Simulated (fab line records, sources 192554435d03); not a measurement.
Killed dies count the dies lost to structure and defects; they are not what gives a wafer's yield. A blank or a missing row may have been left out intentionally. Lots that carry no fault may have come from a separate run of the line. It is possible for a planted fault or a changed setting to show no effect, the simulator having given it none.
Lot-split experiment    flow n5-finfet    21 wafers read across 7 lots, on a route 1938 steps long

ON THE SPLIT
At N5_WELL_APT_COAT_19 (resist thk 950 nm), the setting spin-rpm was moved away from the recipe's 1357 rpm on 6 of the 21 wafers read, by -10.4% to +7.1%. For the rest of the wafers, this setting stayed at what the recipe calls for.

The reading comes from the split's own step.

THE READING
coat_of_WELL_APT_COAT_19.thk-nm (the simulator's own value, which no gauge read), in nm, at N5_WELL_APT_COAT_19 (resist thk 950 nm). The file gives no usual value for it. Average 950.4 nm, standard deviation 2.5 nm, over the 15 wafers here run with the recipe.

wafer   tool, chamber at the split  spin-rpm as run, rpm  against the recipe  coat_of_WELL_APT_COAT_19.thk-nm, nm  against lot-mates on the recipe
L074.1  litho-track-02, 0           1357                  recipe              951.8                                -
L074.3  litho-track-02, 0           1357                  recipe              951.3                                -
L074.5  litho-track-02, 0           1357                  recipe              952.7                                -
L075.3  litho-track-01, 0           1357                  recipe              947.1                                -
L075.4  litho-track-01, 0           1357                  recipe              951.8                                -
L075.5  litho-track-01, 0           1357                  recipe              948.5                                -
L079.2  litho-track-04, 0           1357                  recipe              952.2                                -
L079.4  litho-track-04, 0           1357                  recipe              949.7                                -
L079.6  litho-track-04, 0           1357                  recipe              951.2                                -
L082.2  litho-track-04, 0           1357                  recipe              956.2                                -
L082.5  litho-track-04, 0           1438                  +6.0%               926.2                                -30.0
L082.6  litho-track-04, 0           1438                  +6.0%               925                                  -31.2
L086.2  litho-track-01, 0           1357                  recipe              947.6                                -
L086.4  litho-track-01, 0           1454                  +7.1%               919.4                                -29.9
L086.6  litho-track-01, 0           1357                  recipe              951                                  -
L091.1  litho-track-02, 0           1216                  -10.4%              999.8                                +54.2
L091.3  litho-track-02, 0           1216                  -10.4%              997.7                                +52.1
L091.4  litho-track-02, 0           1357                  recipe              945.6                                -
L092.2  litho-track-04, 0           1357                  recipe              949                                  -
L092.3  litho-track-04, 0           1357                  recipe              950.2                                -
L092.6  litho-track-04, 0           1449                  +6.8%               919.1                                -30.5

FIT RESULTS
A straight line over all 21 wafers: coat_of_WELL_APT_COAT_19.thk-nm changes by -4.52 nm for each +1% of spin-rpm; r = -0.99; the points scatter about the line by 2.4 nm.
The same after taking each lot's own level away (the mean of its wafers on the recipe; 21 wafers): -4.93 nm for each +1%; r = -1.00; scatter 1.9 nm.
On that fit, the largest move of spin-rpm shifts the reading by 51 nm.
The span of the lots' own levels, 945.60 to 956.20 nm, comes to 4.2 times the standard deviation stated above.
The two slopes agree, so the slope changes little with the lot-to-lot level.
Check: +50.3 nm against its lot-mates is what the line predicts for one of the wafers moved furthest among these (-10.4%) when that wafer is left out of the fit. It came out at +54.2 nm against them.

THE FILE'S OWN FIT
coat_of_WELL_APT_COAT_19.thk-nm changes by -4.8 nm for each +1% of spin-rpm, r = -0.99.
